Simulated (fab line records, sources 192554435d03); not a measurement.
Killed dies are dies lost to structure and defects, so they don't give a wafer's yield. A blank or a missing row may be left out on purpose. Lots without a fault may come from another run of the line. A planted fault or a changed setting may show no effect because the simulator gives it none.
Which tool did it? | flow n5_finfet | 11 lots, 32 wafers sampled, at 3 steps of a route of 1938

WHAT THE GAUGES READ, wafer by wafer
N5_HKMG_FIN_CD_MEAS_49: target cd 202 nm.
lot  | measured    | on        | cd_nm (nm)
L497 | day 3 22:40 | cd_sem-03 | 203.1 203.2 202.3
L498 | day 4 08:29 | cd_sem-01 | 202.4 202.0 201.6
L502 | day 5 09:40 | cd_sem-02 | 201.8 201.6 282.2
L503 | day 5 14:11 | cd_sem-03 | 202.7 201.6 279.5
L505 | day 6 02:02 | cd_sem-03 | 202.7 277.8
L512 | day 7 21:58 | cd_sem-01 | 202.5 202.7 202.2
L515 | day 8 14:42 | cd_sem-03 | 202.0 201.8 202.3
L516 | day 8 22:41 | cd_sem-02 | 202.6 202.6 202.1
L517 | day 8 22:48 | cd_sem-01 | 202.8 201.9 201.9
L518 | day 9 06:59 | cd_sem-03 | 202.1 202.1 202.9
L519 | day 9 18:16 | cd_sem-03 | 202.2 203.4 201.8

WHICH TOOL RAN EACH LOT (tool, then ch and the chambers of the sampled wafers, then the start)
lot  | N5_SDB_ALD_29                    | N5_HKMG_FIN_EXPOSE_46
L497 | ald_sin-04 ch 0,1,2, day 3 18:08 | arfi_scanner-03 ch 0, day 3 22:34
L498 | ald_sin-03 ch 0,1, day 4 03:42   | arfi_scanner-03 ch 0, day 4 08:22
L502 | ald_sin-04 ch 1,2, day 5 05:08   | arfi_scanner-03 ch 0, day 5 09:33
L503 | ald_sin-01 ch 0,3, day 5 09:43   | arfi_scanner-03 ch 0, day 5 14:05
L505 | ald_sin-01 ch 0,3, day 5 21:21   | arfi_scanner-03 ch 0, day 6 01:55
L512 | ald_sin-03 ch 0,1,2, day 7 17:12 | arfi_scanner-02 ch 0, day 7 21:50
L515 | ald_sin-04 ch 0,1,3, day 8 10:07 | arfi_scanner-01 ch 0, day 8 14:35
L516 | ald_sin-04 ch 1,3, day 8 16:38   | arfi_scanner-02 ch 0, day 8 22:34
L517 | ald_sin-03 ch 0,1,3, day 8 17:10 | arfi_scanner-02 ch 0, day 8 22:41
L518 | ald_sin-03 ch 1,2,3, day 9 02:16 | arfi_scanner-03 ch 0, day 9 06:52
L519 | ald_sin-01 ch 0,1,2, day 9 13:25 | arfi_scanner-03 ch 0, day 9 18:08
- N5_SDB_ALD_29: deposits SiNx, target thk 30 nm, pulse time 1 s, ald cycles 600.
- N5_HKMG_FIN_EXPOSE_46: exposes mask NDIPOLE.

THE ANSWER, worked out from the rows above alone
Rule: what is usual is taken from the lots themselves. Put in order of their means at a reading, lots are off if they are a third of the lots or fewer, leave a main group of 4 or more, and stand apart from it by a gap of 3 or more times the standard deviation of the main group's means; of several such gaps the widest counts. A main group whose means are all the same, to the digits that the tables above print for the reading, isn't used. A lot without any number at a reading at which 4 lots or more have one is off too. The other lots that the step has rows for count as sound.
Off: L502, L503, L505, at N5_HKMG_FIN_CD_MEAS_49 (cd_nm). The main group: mean 202.4 nm, standard deviation 0.26.
A tool fits if, at a process step before that reading, it ran every lot that is off, and no sound lot after the first of them. The gauges at N5_HKMG_FIN_CD_MEAS_49 are tried like those tools. None of those tried fits.

WHAT THE SIMULATOR HAD PUT IN
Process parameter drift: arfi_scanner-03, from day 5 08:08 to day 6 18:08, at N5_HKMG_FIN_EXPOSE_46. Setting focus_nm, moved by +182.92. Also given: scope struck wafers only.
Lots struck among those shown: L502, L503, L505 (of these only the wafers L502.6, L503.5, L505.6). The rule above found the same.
